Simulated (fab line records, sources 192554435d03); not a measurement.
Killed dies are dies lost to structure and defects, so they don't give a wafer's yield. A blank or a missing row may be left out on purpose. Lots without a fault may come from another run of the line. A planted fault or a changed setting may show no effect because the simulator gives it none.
One fault seen from 3 desks | flow n5_finfet | each desk has only its own numbers; what lay behind them comes last

THE DEFECT DESK
What the inspections along the route counted, lot by lot: means of the sampled wafers that have a number. A lot is out of limits, marked OUT, if its mean lies more than 4 standard deviations from the usual mean; the brackets give that distance.
Columns: A = raw_defect_count at N5_SDB_INSPECT_13, usual 67
lot  | first seen here | A
L734 | day 4 07:35     | 63
L737 | day 4 22:22     | 45
L739 | day 5 11:40     | 69
L746 | day 7 06:04     | 73
L747 | day 7 09:56     | 100
L751 | day 8 06:49     | 97
L754 | day 9 02:10     | 64
L755 | day 9 10:45     | 57
L756 | day 9 21:25     | 78
This desk's finding: nothing out of limits on any of the 9 lots.

THE TOOL OWNER'S DESK: cmp-02
The tool's own readings at N5_ILD0_CMP_12 (polishes SiNx, stops on poly-Si, t overpolish 6 s, target thk 17.67 nm): means of the sampled wafers that have a number, for each lot that ran on this tool. A lot is out of limits, marked OUT, if its mean lies more than 4 standard deviations from the usual mean; the brackets give that distance.
Columns: A = head_pressure_psi at N5_ILD0_CMP_12, usual 2.499 psi; B = motor_current_A at N5_ILD0_CMP_12, usual 8.8 A; C = overpolish_run_s at N5_ILD0_CMP_12, usual 6.000 s; D = time_to_endpoint_s at N5_ILD0_CMP_12, usual 28.5 s
lot  | first seen here | A                       | B   | C     | D
L737 | day 4 21:35     | 2.499                   | 9.5 | 5.995 | 28.9
L746 | day 7 05:10     | 1.865 (-99 or more) OUT | 7.6 | 5.995 | 37.9 (+4.3) OUT
L747 | day 7 09:04     | 1.866 (-99 or more) OUT | 7.8 | 5.995 | 40.3 (+5.3) OUT
This desk's finding: out of limits on L746, L747; first on L746, day 7 05:10 (head_pressure_psi at N5_ILD0_CMP_12). In limits: L737.

THE METROLOGY DESK
What the gauges read, lot by lot, whatever tool the lot ran on: means of the sampled wafers that have a number. A lot is out of limits, marked OUT, if its mean lies more than 4 standard deviations from the usual mean; the brackets give that distance. Of its 10 readings 7 are shown: those that lie furthest out on some lot.
Columns: A = DIBL_N at N5_BEOL_M4_RC_MEAS_101, usual 36.1 mV/V; B = DIBL_P at N5_BEOL_M4_RC_MEAS_101, usual 36.3 mV/V; C = IOFF_N at N5_BEOL_M4_RC_MEAS_101, usual 0.154 nA/um; D = IOFF_P at N5_BEOL_M4_RC_MEAS_101, usual 0.21 nA/um; E = ION_P at N5_BEOL_M4_RC_MEAS_101, usual 461 uA/um; F = VT_N at N5_BEOL_M4_RC_MEAS_101, usual 250.4 mV; G = VT_P at N5_BEOL_M4_RC_MEAS_101, usual -250 mV
lot  | first seen here | A    | B    | C     | D    | E   | F     | G
L734 | day 9 09:17     | 37.6 | 36.8 | 0.165 | 0.19 | 458 | 247.7 | -253
L737 | day 9 19:14     | 34.6 | 34.2 | 0.147 | 0.25 | 476 | 249.8 | -242
L739 | day 10 05:55    | 36.8 | 36.9 | 0.153 | 0.21 | 460 | 249.9 | -250
L746 | day 11 20:16    | 34.1 | 34.4 | 0.128 | 0.15 | 448 | 255.0 | -257
L747 | day 12 07:35    | 35.9 | 36.9 | 0.168 | 0.22 | 464 | 247.5 | -249
L751 | day 13 17:42    | 34.7 | 34.6 | 0.130 | 0.17 | 455 | 252.6 | -253
L754 | day 14 00:37    | 35.5 | 36.5 | 0.148 | 0.21 | 463 | 251.4 | -249
L755 | day 15 03:52    | 37.3 | 37.6 | 0.176 | 0.24 | 466 | 249.9 | -247
L756 | day 15 04:57    | 36.1 | 36.6 | 0.140 | 0.18 | 456 | 254.9 | -255
This desk's finding: nothing out of limits on any of the 9 lots.

PUT TOGETHER
The tool owner's desk could have raised an alarm at day 7 05:10, on L746, L747.
The defect desk saw nothing out of limits.
The metrology desk saw nothing out of limits.
The defect desk has L746, L747 on record, within its limits.
The metrology desk has L746, L747 on record, within its limits.
Of the lots named, all ran N5_ILD0_CMP_12 on cmp-02.

WHAT THE SIMULATOR HAD PUT IN
Process parameter drift: cmp-02, from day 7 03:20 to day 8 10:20, at N5_ILD0_CMP_12. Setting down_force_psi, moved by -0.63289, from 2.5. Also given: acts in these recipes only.
Lots struck among those shown: L746, L747.
Hours from the fault's start to each desk's first reading out of limits: the tool owner's desk, 2.
